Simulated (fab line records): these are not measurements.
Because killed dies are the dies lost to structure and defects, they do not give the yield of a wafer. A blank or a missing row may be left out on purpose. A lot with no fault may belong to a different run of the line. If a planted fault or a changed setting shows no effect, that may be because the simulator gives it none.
Split-lot study | flow n5Finfet | 21 wafers read across 7 lots, on a route 1938 steps long

== ON THE SPLIT ==
At N5_PASSIVATION_VIA_ETCH_13 (etches SiO2 in CHF3/O2, target depth 660 nm, time 330 s), the setting sourceW was moved away from the recipe's 650 W on 10 of the 21 wafers read, by -8.5% to +16.2%. The other wafers ran this setting at the recipe's value.

The reading comes from the split's own step.

== THE READING ==
rfVppV, in V, at N5_PASSIVATION_VIA_ETCH_13 (etches SiO2 in CHF3/O2, target depth 660 nm, time 330 s). On this fab line, fault-free wafers typically give 522 V with a standard deviation of 5.4 V.

wafer  | tool, chamber at the split | sourceW as run, W | against the recipe | rfVppV, V | against lot-mates on the recipe
L074.2 | rieDiel-03, 1              | 682.8             | +5.0%              | 512       | -7
L074.3 | rieDiel-03, 3              | 682.8             | +5.0%              | 500       | -19
L074.4 | rieDiel-03, 2              | 650               | recipe             | 519       | -
L076.3 | rieDiel-04, 3              | 680.7             | +4.7%              | 509       | -22
L076.4 | rieDiel-04, 1              | 650               | recipe             | 531       | -
L076.6 | rieDiel-04, 0              | 680.7             | +4.7%              | 513       | -18
L080.3 | rieDiel-02, 2              | 701               | +7.8%              | 501       | no lot-mate on the recipe
L080.4 | rieDiel-02, 0              | 701               | +7.8%              | 502       | no lot-mate on the recipe
L080.5 | rieDiel-02, 2              | 701               | +7.8%              | 500       | no lot-mate on the recipe
L085.3 | rieDiel-03, 0              | 594.8             | -8.5%              | 546       | +34
L085.4 | rieDiel-03, 1              | 594.8             | -8.5%              | 549       | +37
L085.5 | rieDiel-03, 3              | 650               | recipe             | 512       | -
L088.4 | rieDiel-04, 2              | 650               | recipe             | 518       | -
L088.5 | rieDiel-04, 0              | 650               | recipe             | 524       | -
L088.6 | rieDiel-04, 3              | 650               | recipe             | 519       | -
L093.2 | rieDiel-04, 0              | 650               | recipe             | 524       | -
L093.3 | rieDiel-04, 1              | 755.4             | +16.2%             | 495       | -27
L093.5 | rieDiel-04, 3              | 650               | recipe             | 520       | -
L091.1 | rieDiel-04, 2              | 650               | recipe             | 518       | -
L091.2 | rieDiel-04, 0              | 650               | recipe             | 523       | -
L091.6 | rieDiel-04, 3              | 650               | recipe             | 520       | -

THE FIT
A straight line over all 21 wafers: rfVppV changes by -2.35 V for each +1% of sourceW; r = -0.92; the points scatter about the line by 5.5 V.
The same after taking each lot's own level away (the mean of its wafers on the recipe; 18 wafers): -2.77 V for each +1%; r = -0.91; scatter 7 V.
Per that fit: largest sourceW move, reading shift of 45 V.
The lots' own levels span 512.0 to 531.0 V, that is 3.5 times the standard deviation above.
So the lot-to-lot level changes the slope: the two fits differ.
Check: for one of the wafers moved furthest among these (+16.2%), held out of the fit, the line's prediction against its lot-mates is -61.7 V. Against them it came out at -27 V.
Tool readings at the split's step, against how far the setting was moved: rfVppV r = -0.92.

== FURTHER SPLITS ON THESE WAFERS ==
These wafers also went through other splits before the reading. Each is held against what the fit with the lots' levels taken away leaves over:
other split on the same wafers    | wafers away from the commonest value | r with rfVppV (lot level and that fit taken away)
N5_BEOL_M14_EXPOSE_25 doseMj      | 8                                    | -0.12
N5_BEOL_M14_TRENCH_ETCH_34 timeS  | 8                                    | -0.19
N5_MIM_BOT_LITHO_EXPOSE_05 doseMj | 4                                    | +0.42

== FILE'S OWN FIT ==
rfVppV changes by -2.36 V for each +1% of sourceW, r = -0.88.
